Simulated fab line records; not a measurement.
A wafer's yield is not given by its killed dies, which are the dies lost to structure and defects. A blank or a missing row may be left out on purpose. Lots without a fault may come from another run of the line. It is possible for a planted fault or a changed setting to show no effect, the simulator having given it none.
Chamber matching | flow n5-finfet | N5_BEOL_M5_PECVD_70 on pecvd-03: 3 sister chambers
The step deposits SiO2 from TEOS/O2, target thk 16 nm, time 18 s. 3 wafers are shown with their chamber, then 7 later ones without.

WAFERS, EACH WITH ITS CHAMBER
wafer  | chamber | heater-power-w (W)
L545.1 | 0       | 606
L548.2 | 1       | 537
L548.3 | 2       | 809

WAFERS WITHOUT THEIR CHAMBER
wafer  | heater-power-w (W)
L548.4 | 567
L552.1 | 769
L552.3 | 617
L552.4 | 780
L553.1 | 464
L553.3 | 634
L553.4 | 722

WHICH CHAMBER EACH WENT THROUGH
wafer  | from the rows above          | in truth
L548.4 | can't be placed: 1 or 0      | 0
L552.1 | 2                            | 2
L552.3 | can't be placed: 0 or 1      | 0
L552.4 | 2                            | 2
L553.1 | can't be placed: 1 or 0      | 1
L553.3 | can't be placed: 0 or 1      | 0
L553.4 | can't be placed: 2 or 0 or 1 | 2
Correct placement for 2 of the 7. These rows do not allow placing 5 (true chamber among the candidates in 5). Wrongly placed: 0.
How it was worked out, from the rows above alone: a wafer's distance from a chamber is the root of the sum, over the readings, of the square of ((its reading less the chamber's mean) divided by the reading's scatter). If the next closest chamber is less than 2 further off than the closest, the wafer can't be placed; otherwise it belongs to the closest. For every chamber, the mean is computed from those of its wafers that are shown. The scatter: with one shown wafer a chamber, the root of the mean of the squares of how far each hidden wafer lies from its nearest shown one.
